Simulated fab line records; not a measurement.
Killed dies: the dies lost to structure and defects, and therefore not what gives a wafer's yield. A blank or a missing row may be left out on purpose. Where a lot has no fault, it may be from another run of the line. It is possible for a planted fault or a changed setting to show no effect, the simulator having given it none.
Chamber matching -- flow n5-finfet -- N5_MOL_CONTACT_COAG_CMP_28 on cmp-04 has 4 sister chambers
The step polishes, stops on SiNx, t overpolish 0.85 s, target thk 14.522 nm. 8 wafers are shown with their chamber, then 9 later ones without.

EACH WAFER AND ITS CHAMBER
wafer,chamber,motor-current-A (A),time-to-endpoint-s (s)
L083.3,2,14.2,3.5
L083.4,3,11.8,5.2
L085.3,1,14.6,0.0
L085.4,0,15.2,4.0
L085.5,0,14.1,1.4
L089.1,3,12.0,1.6
L089.2,2,14.0,2.8
L089.6,1,15.8,0.4

WAFERS WITHOUT THEIR CHAMBER
wafer,motor-current-A (A),time-to-endpoint-s (s)
L092.1,11.5,2.8
L092.3,13.8,0.3
L092.4,15.8,3.7
L093.1,12.0,3.8
L093.2,14.5,4.4
L093.5,14.7,7.7
L096.3,12.0,3.8
L096.5,15.1,0.0
L096.6,13.9,3.1

CHAMBER TAKEN BY EACH
wafer,from the rows above,in truth
L092.1,3,3
L092.3,can't be placed: 2 or 0 or 1 or 3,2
L092.4,can't be placed: 0 or 1 or 2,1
L093.1,3,3
L093.2,can't be placed: 2 or 0 or 1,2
L093.5,can't be placed: 2 or 0 or 1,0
L096.3,3,3
L096.5,can't be placed: 1 or 0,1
L096.6,can't be placed: 2 or 0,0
Correctly placed: 3 of 9. Can't be placed from these rows: 6 (the true chamber is among the candidates in 6). 0 placed wrongly.
How it was worked out, from the rows above alone: a wafer's distance from a chamber is the root of the sum, over the readings, of the square of ((its reading less the chamber's mean) divided by the reading's scatter). If the next closest chamber is less than 2 further off than the closest, the wafer can't be placed; otherwise it belongs to the closest. The mean given for a chamber averages the wafers shown for that chamber. How the scatter is found: for the shown wafers, subtract from each reading the mean of its chamber, square and add these, divide the total by (wafers less chambers), then take the root.
